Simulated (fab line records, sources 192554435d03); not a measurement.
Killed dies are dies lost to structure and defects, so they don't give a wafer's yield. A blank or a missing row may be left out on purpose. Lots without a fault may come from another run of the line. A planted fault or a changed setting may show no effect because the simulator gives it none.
fab line records | flow n5_finfet
record lots=7 wafers=39
route steps=1938 shown DUMMY_GATE@234 HKMG_FIN@403 MOL_CONTACT_COAG@563
start_h: hours from the record's first day to the start of the lot's first wafer shown | wait_h: hours since the lot's step before | " the same as in the row above | L1.1+2: a row that stands for several wafers | - no value, or no start given | * or withheld: withheld | < > ~ a bound
route shown NAME@n: a module of which the file shows steps, and the number in the route of the first | usual: mean/standard deviation of fault-free wafers | same: alike in all rows | chamber/n: place in a boat | sites: the reading at each site | _std_site: their standard deviation | _edge_site: outer sites' mean less inner sites' | radius_mm: how far each site lies from the wafer's centre | mask NAME#n: copy n | behind: the tool/chamber that last shaped the wafer | hold: why the lot was held/for how many hours/how that ended | device: the transistor (n, p or np) that didn't switch | end of line: the same wafers' tests at the end of the route | a step without rows: its recipe alone | killed: dies lost to structure and defects at the first sort, not the wafer's yield | map: a wafer's dies, x killed, . not, _ none there
set.NAME: the setting as run; set.NAME@STEP: as run at that earlier step | model.NAME: the simulator's own value behind a step, which no gauge read
lots whose settings were changed on purpose; a table a step, a row a wafer
## steps
# step N5_DUMMY_GATE_DESCUM_20
# recipe chemistry=O2 time_s=6.2 source_power_w=50 bias_power_w=20 pressure_mtorr=20 rf_frequency_hz=2.712e+07 temp_c=40 resist=CAR-EUV o2_flow_sccm=225
# columns lot.wafer tool chamber start_h wait_h set.time_s model.CAR-EUV_of_DUMMY_GATE_COAT_09.thk_nm
L074.1 rie_diel-04 2 47.57 0.0 6.2 26.6
L074.2+3 " 3,1 " " 6.2 26.4
L074.4+6 " 0,2 " " 3.333 28
L074.5 " 3 " " 3.333 27.8
L075.1+2+3 rie_diel-03 3,0,1 52.36 0.0 3.895 27.6
L075.4+5+6 " 2,2,1 " " 6.2 26.4
L076.1+3+5 rie_diel-01 0,3,1 59.06 0.0 3.559 27.8
L076.2+6 " 2,0 " " 6.2 26.4
L076.4 " 1 " " 6.2 26.6
L077.1+3+6 rie_diel-01 3,0,3 65.20 0.1 6.2 26.4
L077.2+4+5 " 2,1,0 " " 8.946 25
L079.1+2+3 rie_diel-04 0,2,3 75.92 0.1 6.2 26.4
L079.4+5 " 1,2 " " 9.218 25
L079.6 " 1 " " 9.218 24.8
L089.1+2+3+4+5+6 rie_diel-01 0,2,1,3,1,0 139.44 0.0 6.2 26.6
L095.1+5+6 rie_diel-03 2,2,1 173.00 0.0 6.2 26.4
# step N5_DUMMY_GATE_ETCH_29
# recipe chemistry=N2/H2 target=underlayer target_depth_a=130 ion_energy_ev=200 pressure_mtorr=30 source_w=840 bias_w=150 n2_flow_sccm=200 h2_flow_sccm=200
# columns lot.wafer tool chamber start_h wait_h set.time_s@DUMMY_GATE_DESCUM_20 model.CAR-EUV_of_DUMMY_GATE_COAT_09.thk_nm
L074.1 rie_diel-04 2 47.63 0.0 6.2 19
L074.2 " 3 " " 6.2 18.6
L074.3 " 1 " " 6.2 18.8
L074.4+6 " 0,2 " " 3.333 20.4
L074.5 " 3 " " 3.333 20
L075.1+2+3 rie_diel-03 3,0,1 52.43 0.0 3.895 20
L075.4+6 " 2,1 " " 6.2 18.8
L075.5 " 2 " " 6.2 19
L076.1 rie_diel-01 0 59.13 0.0 3.559 20.2
L076.2 " 2 " " 6.2 19
L076.3 " 3 " " 3.559 20.4
L076.4+6 " 1,0 " " 6.2 18.8
L076.5 " 1 " " 3.559 20
L077.1+3+6 rie_diel-01 3,0,3 65.26 0.0 6.2 19
L077.2+5 " 2,0 " " 8.946 17.6
L077.4 " 1 " " 8.946 17.2
L079.1 rie_diel-04 0 75.99 0.0 6.2 18.8
L079.2 " 2 " " 6.2 19
L079.3 " 3 " " 6.2 18.6
L079.4+6 " 1 " " 9.218 17.2
L079.5 " 2 " " 9.218 17.4
L089.1+6 rie_diel-01 0 139.50 0.0 6.2 19
L089.2+4 " 2,3 " " 6.2 19.2
L089.3+5 " 1 " " 6.2 18.8
L095.1+5+6 rie_diel-03 2,2,1 173.07 0.0 6.2 18.8
# step N5_HKMG_FIN_ETCH_55
# recipe chemistry=N2/H2 target=SOC target_depth_a=2400 temp_c=40 time_s=300 ion_energy_ev=200 mask_material=SiARC pressure_mtorr=30 source_w=840 bias_w=150 n2_flow_sccm=200 h2_flow_sccm=200
# columns lot.wafer tool chamber start_h wait_h set.time_s model.etch.depth_nm model.HKMG_FIN.feature_depth_nm model.SiARC_of_HKMG_FIN_COAT_42.thk_nm
L074.1 rie_diel-06 1 71.36 0.0 300 243.3 243.4 21.2
L074.2 " 2 " " 300 246.8 246.8 21.2
L074.3 " 0 " " 350.9 288.1 288.2 18
L074.4 " 3 " " 300 231.3 231.2 21.6
L074.5 " 1 " " 350.9 284.2 284.2 18.8
L074.6 " 0 " " 350.9 289.1 289 18
L075.1 rie_diel-02 2 76.22 0.0 300 235.2 235.2 21
L075.2 " 1 " " 300 235.9 235.8 21
L075.3 " 3 " " 300 239.1 239 21.4
L075.4 " 3 " " 300 241.5 241.4 21.2
L075.5 " 2 " " 300 235.3 235.4 21
L075.6 " 1 " " 300 237.7 237.8 21
L076.1 rie_diel-05 1 82.73 0.0 448.1 358.1 358 14.8
L076.2 " 3 " " 300 232.9 232.8 21.6
L076.3 " 2 " " 448.1 351.8 351.8 14.8
L076.4 " 0 " " 300 231.7 231.6 22
L076.5 " 3 " " 300 235.6 235.6 21.4
L076.6 " 2 " " 448.1 351.2 351.2 14.8
L077.1 rie_diel-06 3 89.59 0.0 300 229 229 22
L077.2 " 2 " " 393.7 318.4 318.4 17.6
L077.3 " 1 " " 393.7 315.1 315.2 17.4
L077.4 " 0 " " 300 243.1 243.2 21
L077.5 " 2 " " 300 245.8 245.8 21.4
L077.6 " 1 " " 393.7 313.7 313.6 17.4
L079.1 rie_diel-05 0 100.76 0.0 300 230.5 230.6 21.8
L079.2 " 2 " " 300 232.6 232.6 21.6
L079.3 " 1 " " 300 236.8 236.8 21.6
L079.4 " 3 " " 300 234.8 234.8 21.4
L079.5 " 3 " " 300 233.9 233.8 21.4
L079.6 " 2 " " 300 232.2 232.2 21.6
L089.1 rie_diel-05 0 172.87 0.0 358.3 272.5 272.6 19.6
L089.2 " 1 " " 358.3 285.8 285.8 18.8
L089.3 " 2 " " 358.3 279.6 279.6 18.8
L089.4 " 3 " " 300 234.1 234.2 21.4
L089.5 " 0 " " 300 228.9 229 22
L089.6 " 3 " " 300 233.4 233.4 21.6
L095.1 rie_diel-05 2 199.55 0.0 300 233.8 233.8 21.6
L095.5 " 1 " " 300 240.6 240.6 21.4
L095.6 " 0 " " 300 228.2 228.2 22.2
# step N5_MOL_CONTACT_COAG_PECVD_31
# recipe material=SiO2 target_thk_a=460 temp_c=400 precursor=TEOS/O2 pressure_torr=6.5 rf_w=withheld teos_flow_sccm=withheld gas=O2 flow_sccm=2650 time_s=8.9
# columns lot.wafer tool chamber start_h wait_h set.time_s model.SiO2_of_MOL_CONTACT_COAG_PECVD_31.thk_nm
L075.1 pecvd-01 1 100.72 0.3 8.9 45.8
L075.2 " 0 " " 8.9 45.6
L075.3 " 2 " " 8.9 45.4
L075.4 " 1 " " 8.9 46.2
L075.5+6 " 2,0 " " 8.9 46.6
L074.1 pecvd-02 1 101.30 0.3 8.9 45.6
L074.2+4+6 " 0,0,2 " " 8.9 46.2
L074.3 " 2 " " 8.9 45.8
L074.5 " 1 " " 8.9 46
L076.1 pecvd-03 2 108.92 0.3 8.9 45.2
L076.2 " 0 " " 10.91 54.6
L076.3 " 0 " " 8.9 46
L076.4 " 2 " " 8.9 46.2
L076.5 " 2 " " 10.91 56.4
L076.6 " 0 " " 10.91 55.6
L077.1+4 pecvd-01 1,0 116.84 0.3 8.9 46.4
L077.2 " 2 " " 13.26 67.4
L077.3 " 0 " " 13.26 66.8
L077.5 " 2 " " 13.26 68.2
L077.6 " 1 " " 8.9 47
L079.1 pecvd-02 2 125.08 0.3 8.9 45.6
L079.2 " 0 " " 8.9 46.6
L079.3+6 " 1,2 " " 8.9 46
L079.4 " 0 " " 8.9 46.8
L079.5 " 1 " " 8.9 46.2
L089.1 pecvd-01 0 199.97 0.3 8.9 45.4
L089.2 " 1 " " 8.9 45.8
L089.3 " 2 " " 12.33 62.6
L089.4 " 2 " " 12.33 64.2
L089.5 " 0 " " 12.33 63
L089.6 " 1 " " 8.9 46.8
L095.1 pecvd-02 0 232.73 0.3 8.9 44.8
L095.5 " 0 " " 8.9 46.2
L095.6 " 1 " " 8.9 46.4
# step N5_MOL_CONTACT_COAG_COAT_75
# recipe resist=SOC temp_c=250 time_s=60 spin_rpm=1500 resist_thk_nm=60
# step N5_MOL_CONTACT_COAG_COAT_76
# recipe resist=SiARC temp_c=220 time_s=60 spin_rpm=1500 resist_thk_nm=10
# step N5_MOL_CONTACT_COAG_ETCHBACK_135
# recipe chemistry=CHF3 target=SiO2 target_depth_a=250 time_s=16.7 ion_energy_ev=200 pressure_mtorr=30 source_w=610 bias_w=170 Ar_flow_sccm=200 CHF3_flow_sccm=50
# step N5_MOL_CONTACT_COAG_STRIP_118
# recipe chemistry=CHF3 resist=SiARC rf_frequency_hz=6e+07
# step N5_MOL_CONTACT_COAG_VIA_ETCH_46
# recipe chemistry=C4F6/O2 target_depth_a=460 overetch_a=92 mask_material=SOC target=SiO2 bias_w=455 pressure_mtorr=10 time_s=40 source_w=325 Ar_flow_sccm=300 C4F6_flow_sccm=10 O2_flow_sccm=10 ion_energy_ev=575.3 ends=end_point
# columns lot.wafer tool chamber start_h wait_h set.time_s@MOL_CONTACT_COAG_PECVD_31 model.etch.depth_nm
L075.1 rie_diel-05 1 102.04 0.0 8.9 45.84
L075.2 " 2 " " 8.9 45.51
L075.3 " 0 " " 8.9 45.44
L075.4 " 3 " " 8.9 46.21
L075.5 " 1 " " 8.9 46.64
L075.6 " 2 " " 8.9 46.63
L074.1 rie_diel-06 2 102.35 0.0 8.9 45.67
L074.2 " 1 " " 8.9 46.23
L074.3 " 3 " " 8.9 45.86
L074.4 " 0 " " 8.9 46.19
L074.5 " 1 " " 8.9 46.05
L074.6 " 2 " " 8.9 46.16
L076.1 rie_diel-05 1 110.15 0.0 8.9 45.18
L076.2 " 2 " " 10.91 53.26
L076.3 " 3 " " 8.9 46.09
L076.4 " 0 " " 8.9 46.2
L076.5 " 0 " " 10.91 53.12
L076.6 " 3 " " 10.91 54.09
L077.1 rie_diel-05 2 117.78 0.0 8.9 46.38
L077.2 " 1 " " 13.26 55
L077.3 " 0 " " 13.26 53.81
L077.4 " 3 " " 8.9 46.45
L077.5 " 3 " " 13.26 53.65
L077.6 " 0 " " 8.9 46.97
L079.1 rie_diel-02 1 126.15 0.0 8.9 45.67
L079.2 " 0 " " 8.9 46.7
L079.3 " 2 " " 8.9 45.94
L079.4 " 3 " " 8.9 46.74
L079.5 " 0 " " 8.9 46.21
L079.6 " 3 " " 8.9 46
L089.1 rie_diel-02 0 202.02 0.0 8.9 45.48
L089.2 " 3 " " 8.9 45.79
L089.3 " 1 " " 12.33 54.96
L089.4 " 2 " " 12.33 55
L089.5 " 2 " " 12.33 54.87
L089.6 " 1 " " 8.9 46.83
L095.1 rie_diel-06 2 233.95 0.0 8.9 44.89
L095.5 " 3 " " 8.9 46.11
L095.6 " 0 " " 8.9 46.47
# step N5_MOL_CONTACT_COAG_STRIP_96
# recipe chemistry=N2/H2 power_w=500 temp_c=40 pressure_mtorr=50 rf_frequency_hz=6e+07 overash_fraction=0.3 bias_power_w=28 h2_frac=0.5 n2_flow_sccm=300 h2_flow_sccm=300
# step N5_MOL_CONTACT_COAG_ETCH_47
# recipe chemistry=CH3F/O2 target=SiNx target_depth_a=270 mask_material=SiO2 stop_on=W over_etch_frac=0.2 ion_energy_ev=120 endpoint=OES-CN pressure_mtorr=30 source_w=395 bias_w=73 Ar_flow_sccm=150 CH3F_flow_sccm=30 O2_flow_sccm=20 ends=end_point
# usual etch_rf_on_time_s=31.5/0.61 oes_product_au=0.71/0.07
# columns lot.wafer tool chamber start_h wait_h set.time_s@MOL_CONTACT_COAG_PECVD_31 etch_rf_on_time_s oes_product_au model.etch.over_etch_s
L075.1 rie_diel-05 1 102.15 0.0 8.9 31.0 0.61 5.164
L075.2 " 2 " " 8.9 31.9 0.72 5.313
L075.3 " 0 " " 8.9 31.6 0.74 5.27
L075.4 " 3 " " 8.9 31.0 0.63 5.173
L075.5 " 1 " " 8.9 30.6 0.62 5.097
L075.6 " 2 " " 8.9 31.7 0.73 5.281
L074.1 rie_diel-06 2 102.46 0.0 8.9 31.5 0.63 5.253
L074.2 " 1 " " 8.9 31.8 0.60 5.298
L074.3 " 3 " " 8.9 32.2 0.64 5.372
L074.4 " 0 " " 8.9 30.6 0.84 5.101
L074.5 " 1 " " 8.9 31.5 0.60 5.251
L074.6 " 2 " " 8.9 31.4 0.63 5.237
L076.1 rie_diel-05 1 110.26 0.0 8.9 31.7 0.61 5.277
L076.2 " 2 " " 10.91 32.5 0.66 5.422
L076.3 " 3 " " 8.9 32.1 0.62 5.344
L076.4 " 0 " " 8.9 31.8 0.74 5.291
L076.5 " 0 " " 10.91 31.9 0.49 5.316
L076.6 " 3 " " 10.91 31.9 0.55 5.319
L077.1 rie_diel-05 2 117.89 0.0 8.9 31.6 0.73 5.261
L077.2 " 1 " " 13.26 50.8 0.26 0
L077.3 " 0 " " 13.26 50.8 0.32 0
L077.4 " 3 " " 8.9 31.5 0.62 5.246
L077.5 " 3 " " 13.26 50.8 0.27 0
L077.6 " 0 " " 8.9 31.5 0.74 5.247
L079.1 rie_diel-02 1 126.26 0.0 8.9 31.7 0.64 5.277
L079.2 " 0 " " 8.9 30.7 0.77 5.115
L079.3 " 2 " " 8.9 31.8 0.82 5.304
L079.4 " 3 " " 8.9 31.1 0.74 5.176
L079.5 " 0 " " 8.9 31.1 0.77 5.181
L079.6 " 3 " " 8.9 31.1 0.74 5.18
L089.1 rie_diel-02 0 202.13 0.0 8.9 30.5 0.75 5.075
L089.2 " 3 " " 8.9 30.7 0.71 5.119
L089.3 " 1 " " 12.33 50.8 0.27 0
L089.4 " 2 " " 12.33 50.8 0.33 0
L089.5 " 2 " " 12.33 50.8 0.33 0
L089.6 " 1 " " 8.9 31.1 0.63 5.183
L095.1 rie_diel-06 2 234.05 0.0 8.9 31.5 0.61 5.25
L095.5 " 3 " " 8.9 32.2 0.62 5.377
L095.6 " 0 " " 8.9 30.6 0.78 5.09
# step N5_MOL_CONTACT_COAG_STRIP_119
# recipe chemistry=N2/H2 time_s=30 power_w=1000 temp_c=250 pressure_mtorr=withheld n2_flow_sccm=1750 h2_flow_sccm=3250
# step N5_MOL_CONTACT_COAG_PRECLEAN_144
# recipe chemistry=alkaline_clean temp_c=60 time_s=60 do_ppb=50
# step N5_MOL_CONTACT_COAG_STRIP_120
# recipe chemistry=CHF3 resist=SiARC rf_frequency_hz=6e+07
# step N5_MOL_CONTACT_COAG_VIA_ETCH_117
# recipe chemistry=C4F6/O2 target_depth_a=400 overetch_a=80 mask_material=SOC target=SiO2 bias_w=455 pressure_mtorr=10 time_s=26 source_w=325 Ar_flow_sccm=300 C4F6_flow_sccm=10 O2_flow_sccm=10 ion_energy_ev=575.3 ends=end_point
# step N5_MOL_CONTACT_COAG_ETCH_124
# recipe chemistry=CH3F/O2 target=SiNx target_depth_a=65 mask_material=SOC stop_on=SiOC over_etch_frac=0.3 ion_energy_ev=120 pressure_mtorr=30 source_w=395 bias_w=73 Ar_flow_sccm=150 CH3F_flow_sccm=30 O2_flow_sccm=20 ends=end_point
# usual oes_product_au=0.68/0.065
# columns lot.wafer tool chamber start_h wait_h set.time_s@MOL_CONTACT_COAG_PECVD_31 oes_product_au
L075.1 rie_diel-05 0 103.44 0.0 8.9 0.72
L075.2 " 2 " " 8.9 0.71
L075.3 " 3 " " 8.9 0.61
L075.4 " 1 " " 8.9 0.59
L075.5 " 1 " " 8.9 0.59
L075.6 " 0 " " 8.9 0.71
L074.1 rie_diel-02 2 103.64 0.0 8.9 0.80
L074.2 " 3 " " 8.9 0.71
L074.3 " 1 " " 8.9 0.63
L074.4 " 0 " " 8.9 0.75
L074.5 " 3 " " 8.9 0.71
L074.6 " 0 " " 8.9 0.74
L076.1 rie_diel-02 2 111.67 0.0 8.9 0.79
L076.2 " 0 " " 10.91 0.67
L076.3 " 3 " " 8.9 0.70
L076.4 " 1 " " 8.9 0.62
L076.5 " 0 " " 10.91 0.49
L076.6 " 1 " " 10.91 0.56
L077.1 rie_diel-02 1 119.06 0.0 8.9 0.62
L077.2 " 2 " " 13.26 0.35
L077.3 " 0 " " 13.26 0.32
L077.4 " 3 " " 8.9 0.71
L077.5 " 1 " " 13.26 0.28
L077.6 " 2 " " 8.9 0.79
L079.1 rie_diel-06 3 127.73 0.0 8.9 0.62
L079.2 " 1 " " 8.9 0.58
L079.3 " 2 " " 8.9 0.61
L079.4 " 0 " " 8.9 0.77
L079.5 " 3 " " 8.9 0.62
L079.6 " 0 " " 8.9 0.78
L089.1 rie_diel-02 2 205.28 0.0 8.9 0.76
L089.2 " 0 " " 8.9 0.70
L089.3 " 3 " " 12.33 0.30
L089.4 " 1 " " 12.33 0.27
L089.5 " 1 " " 12.33 0.27
L089.6 " 2 " " 8.9 0.75
L095.1 rie_diel-02 1 235.24 0.0 8.9 0.60
L095.5 " 1 " " 8.9 0.60
L095.6 " 2 " " 8.9 0.73
# step N5_MOL_CONTACT_COAG_ETCH_48
# recipe chemistry=C4F6/O2 target_depth_a=150 overetch_a=45 mask_material=SOC target=SiOC bias_w=465 pressure_mtorr=10 time_s=17 source_w=335 Ar_flow_sccm=300 C4F6_flow_sccm=10 O2_flow_sccm=10 ion_energy_ev=576
# usual oes_product_au=0.67/0.072
# columns lot.wafer tool chamber start_h wait_h set.time_s@MOL_CONTACT_COAG_PECVD_31 oes_product_au
L075.1 rie_diel-05 0 103.48 0.0 8.9 0.70
L075.2 " 2 " " 8.9 0.74
L075.3 " 3 " " 8.9 0.63
L075.4 " 1 " " 8.9 0.58
L075.5 " 1 " " 8.9 0.61
L075.6 " 0 " " 8.9 0.71
L074.1 rie_diel-02 2 103.68 0.0 8.9 0.73
L074.2 " 3 " " 8.9 0.72
L074.3 " 1 " " 8.9 0.62
L074.4 " 0 " " 8.9 0.74
L074.5 " 3 " " 8.9 0.74
L074.6 " 0 " " 8.9 0.74
L076.1 rie_diel-02 2 111.71 0.0 8.9 0.81
L076.2 " 0 " " 10.91 0.61
L076.3 " 3 " " 8.9 0.64
L076.4 " 1 " " 8.9 0.58
L076.5 " 0 " " 10.91 0.48
L076.6 " 1 " " 10.91 0.56
L077.1 rie_diel-02 1 119.10 0.0 8.9 0.65
L077.2 " 2 " " 13.26 0.34
L077.3 " 0 " " 13.26 0.32
L077.4 " 3 " " 8.9 0.75
L077.5 " 1 " " 13.26 0.27
L077.6 " 2 " " 8.9 0.82
L079.1 rie_diel-06 3 127.77 0.0 8.9 0.62
L079.2 " 1 " " 8.9 0.52
L079.3 " 2 " " 8.9 0.60
L079.4 " 0 " " 8.9 0.71
L079.5 " 3 " " 8.9 0.58
L079.6 " 0 " " 8.9 0.78
L089.1 rie_diel-02 2 205.32 0.0 8.9 0.67
L089.2 " 0 " " 8.9 0.70
L089.3 " 3 " " 12.33 0.30
L089.4 " 1 " " 12.33 0.26
L089.5 " 1 " " 12.33 0.26
L089.6 " 2 " " 8.9 0.64
L095.1 rie_diel-02 1 235.28 0.0 8.9 0.59
L095.5 " 1 " " 8.9 0.60
L095.6 " 2 " " 8.9 0.75
## key
split step=N5_DUMMY_GATE_DESCUM_20 setting=time_s stated=6.2 by=wafer
response step=N5_DUMMY_GATE_DESCUM_20 reading=model.CAR-EUV_of_DUMMY_GATE_COAT_09.thk_nm change=-0.0313 per=1% r=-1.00
response step=N5_DUMMY_GATE_ETCH_29 reading=model.CAR-EUV_of_DUMMY_GATE_COAT_09.thk_nm change=-0.032 per=1% r=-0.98
split step=N5_HKMG_FIN_ETCH_55 setting=time_s stated=300 by=wafer
response step=N5_HKMG_FIN_ETCH_55 reading=model.etch.depth_nm change=+2.46 per=1% r=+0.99
response step=N5_HKMG_FIN_ETCH_55 reading=model.HKMG_FIN.feature_depth_nm change=+2.46 per=1% r=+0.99
response step=N5_HKMG_FIN_ETCH_55 reading=model.SiARC_of_HKMG_FIN_COAT_42.thk_nm change=-0.139 per=1% r=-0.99
split step=N5_MOL_CONTACT_COAG_PECVD_31 setting=time_s stated=8.9 by=wafer
response step=N5_MOL_CONTACT_COAG_PECVD_31 reading=model.SiO2_of_MOL_CONTACT_COAG_PECVD_31.thk_nm change=+0.434 per=1% r=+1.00
response step=N5_MOL_CONTACT_COAG_VIA_ETCH_46 reading=model.etch.depth_nm change=+0.202 per=1% r=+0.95
response step=N5_MOL_CONTACT_COAG_ETCH_47 reading=etch_rf_on_time_s change=* per=1% r=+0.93
response step=N5_MOL_CONTACT_COAG_ETCH_47 reading=oes_product_au change=-0.00849 per=1% r=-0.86
response step=N5_MOL_CONTACT_COAG_ETCH_47 reading=model.etch.over_etch_s change=-0.103 per=1% r=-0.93
response step=N5_MOL_CONTACT_COAG_ETCH_124 reading=oes_product_au change=-0.009 per=1% r=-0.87
response step=N5_MOL_CONTACT_COAG_ETCH_48 reading=oes_product_au change=-0.00895 per=1% r=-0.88
